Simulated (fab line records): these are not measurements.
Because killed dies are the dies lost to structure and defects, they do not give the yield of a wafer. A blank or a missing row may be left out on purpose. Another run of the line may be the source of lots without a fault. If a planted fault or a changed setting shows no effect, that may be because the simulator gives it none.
Chamber matching ; flow n5 finfet ; rie diel-06 running N5_FIN_SAQP_HM_OPEN_33: 4 sister chambers
The step chemistry CH3F/O2, target SiNx, target depth 49.4 nm, time 70.6 s. 16 wafers are shown with their chamber, then 8 later ones without.

EACH WAFER AND ITS CHAMBER
wafer;chamber;showerhead plenum p Torr (Torr);throttle valve pct (%);rf vpp V (V)
L078.1;1;2.06;16.78;303
L078.2;3;2.00;16.55;304
L078.5;1;2.06;16.77;305
L079.1;2;1.97;16.52;301
L079.3;1;2.05;16.80;304
L079.5;0;1.97;16.76;304
L081.2;3;1.99;16.57;305
L081.3;0;1.97;16.76;302
L081.4;3;1.99;16.55;303
L088.1;2;1.96;16.13;299
L088.5;2;1.96;16.12;300
L088.6;0;1.97;16.33;302
L090.1;0;1.96;16.34;302
L090.4;2;1.96;16.12;300
L090.5;0;1.96;16.35;303
L092.2;2;1.96;16.15;300

SIGNATURES (averages over the wafers above)
reading;chamber 0;chamber 1;chamber 2;chamber 3;scatter within a chamber
showerhead plenum p Torr;1.9660;2.0567;1.9620;1.9933;0.00527
throttle valve pct;16.5080;16.7833;16.2080;16.5567;0.167
rf vpp V;302.60;304.00;300.00;304.00;0.876
Rule: distance of a wafer from a chamber = root of the sum over the readings of ((wafer's reading minus chamber's mean) / reading's scatter) squared. The wafer belongs to the nearest chamber; if the next one is less than 2 further off, it can't be placed. The scatter: take each reading less its chamber's mean, square it, sum over the shown wafers, divide by the number of wafers less the number of chambers, and take the root.

WAFERS WHOSE CHAMBER IS MISSING
wafer;showerhead plenum p Torr (Torr);throttle valve pct (%);rf vpp V (V)
L092.3;1.96;16.36;302
L092.6;1.96;16.36;302
L095.3;1.96;16.37;302
L095.5;2.04;16.37;303
L095.6;1.96;16.37;304
L096.3;1.96;16.18;300
L096.4;2.04;16.37;304
L096.5;1.98;16.65;304

WHICH CHAMBER EACH WENT THROUGH
wafer;from the rows above;in truth
L092.3;can't be placed: 0 or 2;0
L092.6;can't be placed: 0 or 2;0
L095.3;can't be placed: 0 or 2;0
L095.5;1;1
L095.6;0;0
L096.3;2;2
L096.4;1;1
L096.5;can't be placed: 3 or 0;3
Correctly placed: 4 of 8. These rows do not allow placing 4 (true chamber among the candidates in 4). Wrongly placed: 0.
